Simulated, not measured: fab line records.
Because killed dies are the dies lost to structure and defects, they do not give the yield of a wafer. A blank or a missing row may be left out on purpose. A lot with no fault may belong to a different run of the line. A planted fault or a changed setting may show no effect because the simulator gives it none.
Struck lot and sound lot, side by side :: flow n5_finfet :: 22 out of 1938 route steps
Sound: these wafers, L904.3, L904.4, L904.5. Wafers L908.1, L908.4, L908.5 were the ones struck. At the end, the cause is stated.
Per side, at each step with rows, come the tool, then ch with its chambers, and then its first start. Under that, the readings that differ: sound wafers :: struck wafers :: difference of the means :: sigmas: that difference in standard deviations of wafers without a fault.
alike: same words and numbers on both sides, and readings whose means sit less than 2 such deviations apart. not compared: any withheld reading, any reading some wafer has no value for, any bound like >300 that may hide the same value, and any number with overlapping values for which the record gives no deviation.
A row with sigmas, a row that says differs or no value, or rows on one side alone: a step with any of these is where the two part. Numbers that have no deviation but don't overlap get no sigmas and don't part them. A reading missing from all wafers of one side parts the sides only when that side holds two or more wafers.

first, 7 steps without rows for these wafers: N5_BEOL_M4_COAT_73 (time 60 s, resist thk 5 nm); N5_BEOL_M4_COAT_05 (resist thk 30 nm); N5_BEOL_M4_EBR_07; N5_BEOL_M4_SOFTBAKE_06 (time 60 s); N5_BEOL_M4_EXPOSE_08 (exposes mask M4); N5_BEOL_M4_PEB_09 (peb time 60 s); N5_BEOL_M4_DEVELOP_10 (develop time 30 s).
N5_BEOL_M4_CD_MEAS_11: target cd 16.79 nm.
  sound on cd_sem-03 ch 0, day 10 20:53; struck on cd_sem-02 ch 0, day 11 20:20
  alike: cd_nm
N5_BEOL_M4_OVL_MEAS_12:
  sound on overlay-01 ch 0, day 10 20:56; struck on overlay-02 ch 0, day 11 20:22
  alike: M4_OVL
N5_BEOL_M4_INSPECT_13: inspects for defects (brightfield).
  sound on defect_inspect-01 at day 10 20:59; struck on defect_inspect-01 at day 11 20:25
  alike: raw_defect_count
N5_BEOL_M4_DESCUM_16: chemistry O2, time 7 s.
  sound on rie_diel-05 ch 1,2, day 10 21:01; struck on rie_diel-05 ch 1,2, day 11 20:27
  alike: drypump_motor_current_A, oes_product_au, rf_fwd_power_W, rf_vpp_V, showerhead_plenum_p_Torr, throttle_valve_pct
  not compared: rf_hours_counter_h
N5_BEOL_M4_ETCH_74: etches underlayer in N2/H2, target depth 6.5 nm, time 5.2 s.
  sound on rie_diel-05 ch 1,2, day 10 21:03; struck on rie_diel-05 ch 1,2, day 11 20:29
  alike: bias_w, chamber_pressure_mTorr, drypump_motor_current_A, etch_rf_on_time_s, oes_product_au, rf_fwd_power_W, rf_vpp_V, showerhead_plenum_p_Torr, throttle_valve_pct
  not compared: rf_hours_counter_h
N5_BEOL_M4_ETCH_63: etches SiARC in CF4, target depth 15.6 nm, time 26 s.
  sound on rie_diel-05 ch 1,2, day 10 21:04; struck on rie_diel-05 ch 1,2, day 11 20:30
  no value came back on the struck wafers for any of 10 readings (bias_w (W), cf4_flow_sccm (sccm) and others); on the sound wafers bias_w (W) reads 36.10 36.04 36.04
reading: model.CAR-EUV_of_BEOL_M4_COAT_05.thk_nm (nm)
sound: 11.4 11.2 11.2
struck: 20.4 20.4 20.6
difference: +9.2
sigmas: 
  not compared: rf_hours_counter_h
N5_BEOL_M4_ETCH_64: etches SOC in N2/H2, target depth 75 nm, overetch 22.5 nm, time 121.9 s.
  sound on rie_diel-05 ch 1,2, day 10 21:06; struck on rie_diel-05 ch 1,2, day 11 20:32
reading: oes_product_au (a.u.)
sound: 0.66 0.64 0.66
struck: 0.32 0.31 0.33
difference: -0.33
sigmas: -6
  alike: bias_w, chamber_pressure_mTorr, drypump_motor_current_A, rf_fwd_power_W, rf_vpp_V, showerhead_plenum_p_Torr, throttle_valve_pct
  not compared: rf_hours_counter_h
then, 2 steps without rows for these wafers: N5_BEOL_M4_STRIP_65 (strips in N2/H2); N5_BEOL_M4_STRIP_75 (strips in N2/H2).
N5_BEOL_M4_STRIP_66: strips in CF4.
  sound on rie_diel-05 ch 1,2, day 10 21:14; struck on rie_diel-05 ch 1,2, day 11 20:40
  alike: drypump_motor_current_A, oes_product_au, power_w, rf_fwd_power_W, rf_vpp_V, showerhead_plenum_p_Torr, throttle_valve_pct
  not compared: rf_hours_counter_h
N5_BEOL_M4_HM_OPEN_17: chemistry Cl2/BCl3, target TiN, target depth 20 nm, overetch 6 nm.
  sound on rie_metal-01 ch 0,1, day 10 21:19; struck on rie_metal-02 ch 0,1, day 11 20:43
reading: drypump_motor_current_A (A)
sound: 6.4 6.3 6.3
struck: 5.4 5.5 5.4
difference: -0.9
sigmas: -2

reading: oes_product_au (a.u.)
sound: 0.68 0.60 0.60
struck: 0.28 0.26 0.29
difference: -0.35
sigmas: -5

reading: throttle_valve_pct (%)
sound: 21.5 22.0 22.0
struck: 22.7 23.1 22.7
difference: +1.0
sigmas: +3
  alike: mfc_ar_sccm, rf_fwd_power_W
  not compared: rf_hours_counter_h
N5_BEOL_M4_STRIP_19: strips in O2.
  sound on rie_diel-04 ch 0,3, day 10 21:24; struck on rie_diel-05 ch 1,2,3, day 11 20:49
reading: drypump_motor_current_A (A)
sound: 5.6 5.1 5.6
struck: 6.8 5.7 6.2
difference: +0.8
sigmas: +2
  alike: oes_product_au, rf_vpp_V, showerhead_plenum_p_Torr, throttle_valve_pct
  not compared: rf_hours_counter_h
N5_BEOL_M4_CD_MEAS_18: pitch 36 nm, target cd 18 nm.
  sound on cd_sem-03 at day 10 21:28; struck on cd_sem-02 at day 11 20:53
reading: cd_nm (nm)
sound: 18.5 18.0 18.3
struck: - - -
difference: no value on the struck wafers
sigmas: 
then, 1 step without rows for these wafers: N5_BEOL_M4_COAT_67 (time 60 s, resist thk 60 nm).
N5_BEOL_M4_RC_MEAS_101:
  the record has rows for the sound wafers here (prober-01 ch 0, day 13 10:53) and none for the struck ones

## WHERE THEY PART
Earliest at N5_BEOL_M4_ETCH_63; latest, in this record, at N5_BEOL_M4_RC_MEAS_101.

WHY: the cause the simulator had injected
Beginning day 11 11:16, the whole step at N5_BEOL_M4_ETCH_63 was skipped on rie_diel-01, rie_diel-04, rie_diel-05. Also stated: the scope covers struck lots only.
